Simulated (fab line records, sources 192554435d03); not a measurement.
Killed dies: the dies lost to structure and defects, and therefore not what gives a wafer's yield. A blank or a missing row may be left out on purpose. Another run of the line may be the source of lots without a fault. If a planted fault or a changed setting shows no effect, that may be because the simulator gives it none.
Which of the tools did it? / flow n5 finfet / 12 lots with 35 wafers sampled at 4 steps, on a route of 1938 steps

== WHAT THE GAUGES SHOWED, per wafer ==
N5_BEOL_M10_CD_MEAS_35: target cd 70 nm. Usual: 69.5 nm for cd nm, sd 0.88.
lot=L450; measured=day 10 14:22; on=cd sem-02; cd nm (nm)=68.4 68.5 68.6; flag=
lot=L457; measured=day 11 12:17; on=cd sem-01; cd nm (nm)=70.3 69.9 69.3; flag=
lot=L456; measured=day 11 19:00; on=cd sem-03; cd nm (nm)=68.7 68.8 68.3; flag=
lot=L460; measured=day 12 17:45; on=cd sem-03; cd nm (nm)=69.4 69.2 70.0; flag=
lot=L459; measured=day 12 18:41; on=cd sem-03; cd nm (nm)=69.9 68.5 68.2; flag=
lot=L465; measured=day 13 13:04; on=cd sem-02; cd nm (nm)=68.0 67.8 67.8; flag=
lot=L464; measured=day 13 16:35; on=cd sem-02; cd nm (nm)=68.2 69.5 68.1; flag=
lot=L469; measured=day 14 22:16; on=cd sem-02; cd nm (nm)=70.3 69.5 70.7; flag=
lot=L468; measured=day 15 00:48; on=cd sem-02; cd nm (nm)=69.2 68.6 69.3; flag=
lot=L471; measured=day 15 09:16; on=cd sem-02; cd nm (nm)=69.2 69.4 69.0; flag=
lot=L470; measured=day 15 09:20; on=cd sem-03; cd nm (nm)=69.1 69.8 69.7; flag=
lot=L473; measured=day 15 14:22; on=cd sem-02; cd nm (nm)=69.7 67.9; flag=

N5_BEOL_M10_RS_MEAS_57: a four-point-probe measurement. Usual: M10_RS typically reads 0.149 ohm/sq, with standard deviation 0.0033.
lot=L450; measured=day 10 17:02; on=film metro-01; M10_RS (ohm/sq)=0.152 0.152 0.154; flag=
lot=L457; measured=day 11 14:34; on=film metro-02; M10_RS (ohm/sq)=0.148 0.156 0.150; flag=
lot=L456; measured=day 11 21:22; on=film metro-01; M10_RS (ohm/sq)=0.145 0.150 0.149; flag=
lot=L460; measured=day 12 20:36; on=film metro-02; M10_RS (ohm/sq)=0.155 0.151 0.150; flag=
lot=L459; measured=day 12 21:40; on=film metro-01; M10_RS (ohm/sq)=0.142 0.142 0.149; flag=
lot=L465; measured=day 13 15:56; on=film metro-02; M10_RS (ohm/sq)=0.153 0.154 0.150; flag=
lot=L464; measured=day 13 19:46; on=film metro-01; M10_RS (ohm/sq)=0.151 0.152 0.149; flag=
lot=L469; measured=day 15 02:19; on=film metro-02; M10_RS (ohm/sq)=0.146 0.144 0.148; flag=
lot=L468; measured=day 15 03:30; on=film metro-01; M10_RS (ohm/sq)=0.145 0.150 0.145; flag=
lot=L471; measured=day 15 11:47; on=film metro-01; M10_RS (ohm/sq)=0.150 0.148 0.147; flag=
lot=L470; measured=day 15 12:14; on=film metro-02; M10_RS (ohm/sq)=0.154 0.156 0.149; flag=
lot=L473; measured=day 15 17:38; on=film metro-01; M10_RS (ohm/sq)=0.146 0.147; flag=

== TOOL THAT RAN EACH LOT (tool first, then ch and the chambers of the sampled wafers, then the start) ==
lot=L450; N5_BEOL_M10_CURE_72=uv cure-03 ch 2, day 10 14:30; N5_BEOL_M10_PRE_CLEAN_45=pvd sputter-01, day 10 15:07
lot=L457; N5_BEOL_M10_CURE_72=uv cure-02 ch 1, day 11 12:23; N5_BEOL_M10_PRE_CLEAN_45=pvd sputter-01, day 11 12:55
lot=L456; N5_BEOL_M10_CURE_72=uv cure-01 ch 1, day 11 19:02; N5_BEOL_M10_PRE_CLEAN_45=pvd sputter-03, day 11 19:53
lot=L460; N5_BEOL_M10_CURE_72=uv cure-03 ch 2, day 12 17:50; N5_BEOL_M10_PRE_CLEAN_45=pvd sputter-02, day 12 18:10
lot=L459; N5_BEOL_M10_CURE_72=uv cure-03 ch 1, day 12 18:47; N5_BEOL_M10_PRE_CLEAN_45=pvd sputter-01, day 12 19:52
lot=L465; N5_BEOL_M10_CURE_72=uv cure-02 ch 1, day 13 13:15; N5_BEOL_M10_PRE_CLEAN_45=pvd sputter-01, day 13 13:59
lot=L464; N5_BEOL_M10_CURE_72=uv cure-01 ch 1, day 13 16:38; N5_BEOL_M10_PRE_CLEAN_45=pvd sputter-03, day 13 17:08
lot=L469; N5_BEOL_M10_CURE_72=uv cure-03 ch 1, day 14 22:22; N5_BEOL_M10_PRE_CLEAN_45=pvd sputter-03, day 14 22:42
lot=L468; N5_BEOL_M10_CURE_72=uv cure-01 ch 1, day 15 00:53; N5_BEOL_M10_PRE_CLEAN_45=pvd sputter-03, day 15 01:18
lot=L471; N5_BEOL_M10_CURE_72=uv cure-02 ch 0, day 15 09:31; N5_BEOL_M10_PRE_CLEAN_45=pvd sputter-03, day 15 10:05
lot=L470; N5_BEOL_M10_CURE_72=uv cure-01 ch 1, day 15 09:31; N5_BEOL_M10_PRE_CLEAN_45=pvd sputter-01, day 15 10:07
lot=L473; N5_BEOL_M10_CURE_72=uv cure-01 ch 1, day 15 14:36; N5_BEOL_M10_PRE_CLEAN_45=pvd sputter-01, day 15 15:28
- N5_BEOL_M10_CURE_72: cures SiCOH lowk, time 120 s.
- N5_BEOL_M10_PRE_CLEAN_45: time 30 s.

== AS READ BY THE TOOLS THEMSELVES (means over the sampled wafers that have a number; for cases with no such wafer, the mark the record gives instead) ==
N5_BEOL_M10_CURE_72. Usual: lamp power pct 52.31 %, standard deviation 0.051; run length s 178.4 s, standard deviation 0.88; wafer_temp_C_max 372.1, standard deviation 0.63.
lot=L450; tool=uv cure-03; lamp power pct (%)=52.28; run length s (s)=182.2; wafer_temp_C_max=372.6; flag=OFF
lot=L457; tool=uv cure-02; lamp power pct (%)=52.30; run length s (s)=178.3; wafer_temp_C_max=372.0; flag=
lot=L456; tool=uv cure-01; lamp power pct (%)=52.33; run length s (s)=178.1; wafer_temp_C_max=371.4; flag=
lot=L460; tool=uv cure-03; lamp power pct (%)=-; run length s (s)=-; wafer_temp_C_max=-; flag=OFF
lot=L459; tool=uv cure-03; lamp power pct (%)=-; run length s (s)=-; wafer_temp_C_max=-; flag=OFF
lot=L465; tool=uv cure-02; lamp power pct (%)=52.26; run length s (s)=178.2; wafer_temp_C_max=371.6; flag=
lot=L464; tool=uv cure-01; lamp power pct (%)=52.36; run length s (s)=178.2; wafer_temp_C_max=372.2; flag=
lot=L469; tool=uv cure-03; lamp power pct (%)=52.28; run length s (s)=178.4; wafer_temp_C_max=371.9; flag=
lot=L468; tool=uv cure-01; lamp power pct (%)=52.33; run length s (s)=178.3; wafer_temp_C_max=371.7; flag=
lot=L471; tool=uv cure-02; lamp power pct (%)=52.33; run length s (s)=177.5; wafer_temp_C_max=371.3; flag=
lot=L470; tool=uv cure-01; lamp power pct (%)=52.33; run length s (s)=178.2; wafer_temp_C_max=371.8; flag=
lot=L473; tool=uv cure-01; lamp power pct (%)=52.32; run length s (s)=178.5; wafer_temp_C_max=372.1; flag=

N5_BEOL_M10_PRE_CLEAN_45. Usual: 338 W for heater power w, sd 44.
lot=L450; tool=pvd sputter-01; heater power w (W)=343; flag=
lot=L457; tool=pvd sputter-01; heater power w (W)=340; flag=
lot=L456; tool=pvd sputter-03; heater power w (W)=314; flag=
lot=L460; tool=pvd sputter-02; heater power w (W)=376; flag=
lot=L459; tool=pvd sputter-01; heater power w (W)=333; flag=
lot=L465; tool=pvd sputter-01; heater power w (W)=328; flag=
lot=L464; tool=pvd sputter-03; heater power w (W)=318; flag=
lot=L469; tool=pvd sputter-03; heater power w (W)=321; flag=
lot=L468; tool=pvd sputter-03; heater power w (W)=319; flag=
lot=L471; tool=pvd sputter-03; heater power w (W)=346; flag=
lot=L470; tool=pvd sputter-01; heater power w (W)=337; flag=
lot=L473; tool=pvd sputter-01; heater power w (W)=343; flag=

== THE ANSWER, worked out from the rows above alone ==
Rule: a lot counts as off when the mean over its wafers that have a number is more than 3 standard deviations away from the usual mean. A lot without any number at a reading at which 4 lots or more have one is off too. Any other lot the step has rows for is counted as sound. First the gauges in route order, then the tools' own readings, where a lot's mean is used as printed above. At the first step where some lot is off, the reading lying furthest off is the one used; lots without a number count as furthest.
Off: L460, L459 (N5_BEOL_M10_CURE_72, lamp power pct). Without a number there: L460, L459.
If a tool, at that step or one of the process steps before it, ran each lot that is off and ran no sound lot following the first of them, it fits. None of those tried fits.

== WHAT THE SIMULATOR HAD INSERTED ==
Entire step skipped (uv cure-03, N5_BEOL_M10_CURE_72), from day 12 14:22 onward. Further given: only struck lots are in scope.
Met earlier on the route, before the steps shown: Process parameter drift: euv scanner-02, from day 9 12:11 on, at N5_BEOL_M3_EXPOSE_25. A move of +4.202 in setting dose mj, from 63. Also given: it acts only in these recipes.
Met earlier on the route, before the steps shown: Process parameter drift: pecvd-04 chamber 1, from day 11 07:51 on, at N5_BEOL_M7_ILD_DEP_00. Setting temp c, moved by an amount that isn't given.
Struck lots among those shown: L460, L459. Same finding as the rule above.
